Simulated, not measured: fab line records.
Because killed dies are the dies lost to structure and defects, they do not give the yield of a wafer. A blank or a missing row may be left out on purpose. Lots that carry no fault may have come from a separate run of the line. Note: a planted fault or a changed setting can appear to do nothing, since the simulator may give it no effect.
8D (eight disciplines) problem report, filled in by code || flow nand-harc || the parts of the form that need people (team, actions taken, sign-off) are left out

== 1. WHAT IS WRONG ==
Wafers with no fault read 94.5 s with a standard deviation of 0.36, whereas run-length-s at NHARC_A_BONDPAD_ETCH_24 reads a mean of 72.4 s on 1 wafer of 1 lot. Relative to the usual mean, that is a shift of -61 standard deviations.
The step: etches the open film in CF4/N2, target depth 30 nm, time 72.99 s.
The first sign was on wafer L619.4 at day 21 21:58, on rie-diel-01. The record holds 33 wafers of 11 lots with a number at this step. By rule, "out" or "out of limits" means more than 4 standard deviations away from the usual mean. The rest of the wafers with a number are treated as sound.

== 2. WHAT IT IS AND WHAT IT IS NOT ==
{"question": "which readings at this step", "is": "run-length-s", "is not": "drypump-motor-current-A, mfc-ar-sccm, rf-vpp-V, showerhead-plenum-p-Torr"}
{"question": "which lots", "is": "L619", "is not": "L606, L607, L608, L609, L610, L611, L613, L614, L622, L625"}
{"question": "which wafers of those lots", "is": "L619.4", "is not": "L619.3, L619.5"}
{"question": "read on which tools", "is": "rie-diel-01", "is not": "rie-diel-13"}
{"question": "when", "is": "from day 21 21:58", "is not": "up to then (29 sound wafers); but 3 sound wafers of L625 came after"}

== 3. SUSPECTS, AND WHAT RULES EACH OUT ==
Counting: if a tool at a process step up to the reading ran every lot that is out, it stays a suspect. Sound lots after the first of them don't rule it out here, since some wafers of a struck lot are sound.
- pecvd-04 at NHARC_A_M1_DEP_33 (deposits SiCN, target thk 30 nm): kept. It ran the lot that is out, L619 (day 21 19:28); its last sound lot up to then is L622 (day 21 12:08).
- rie-diel-01 at NHARC_A_BONDPAD_DESCUM_11 (chemistry O2, time 3 s): kept. It ran the lot that is out, L619 (day 21 21:26); its last sound lot up to then is L613 (day 19 22:46).
- rie-diel-01 at NHARC_A_BONDPAD_ETCH_34 (etches the open film in N2/H2, target depth 60 nm, overetch 18 nm, time 65.91 s): kept. It ran the lot that is out, L619 (day 21 21:30); its last sound lot up to then is L613 (day 19 22:50).
- rie-diel-01 at NHARC_A_BONDPAD_ETCH_24 (etches the open film in CF4/N2, target depth 30 nm, time 72.99 s): kept. It ran the lot that is out, L619 (day 21 21:58); its last sound lot up to then is L614 (day 20 07:06). Its own readings are out on those wafers: run-length-s.
- Within pecvd-04 at NHARC_A_M1_DEP_33: the wafers that are out ran in chamber 0; their sound lot-mates ran in chambers 1, 2.
- Within rie-diel-01 at NHARC_A_BONDPAD_DESCUM_11, the wafers that are out were processed in chamber 2 and their sound lot-mates in chamber 0.
- Within rie-diel-01 at NHARC_A_BONDPAD_ETCH_34, the wafers that are out were processed in chamber 0 and their sound lot-mates in chamber 2.
- Within rie-diel-01 at NHARC_A_BONDPAD_ETCH_24: the wafers that are out ran in chamber 0; their sound lot-mates ran in chambers 1, 2.
Left after counting: pecvd-04 at NHARC_A_M1_DEP_33, rie-diel-01 at NHARC_A_BONDPAD_DESCUM_11, rie-diel-01 at NHARC_A_BONDPAD_ETCH_34, rie-diel-01 at NHARC_A_BONDPAD_ETCH_24.

== 4. THE CAUSE (what the simulator had put in) ==
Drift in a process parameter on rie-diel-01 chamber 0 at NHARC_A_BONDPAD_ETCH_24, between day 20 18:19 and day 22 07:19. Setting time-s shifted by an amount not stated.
Counting left 4 suspects, and this tool is among them.

== 5. THE EFFECT CHAIN, in route order ==
Each row: a reading whose mean over the struck wafers that have a number lies more than 3 standard deviations from the usual. Only readings for which the record gives a usual standard deviation are gone through. hours: the time from each lot's start at the first step in this table that gives one to its start at this step, as a median over the lots. sigmas: the change in usual standard deviations.
{"hours": 0, "step": "NHARC_A_BONDPAD_ETCH_24", "reading": "run-length-s", "usual": "94.5 s", "on struck wafers": 72.4, "change": -22.1, "sigmas": -61}
It contains these process steps:
- NHARC_A_BONDPAD_ETCH_24: etches the open film in CF4/N2, target depth 30 nm, time 72.99 s.

== 6. WHAT WOULD HAVE CAUGHT IT SOONER ==
The fault began at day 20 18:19; the first out-of-limits reading in this record came at day 21 21:58, 28 hours later.
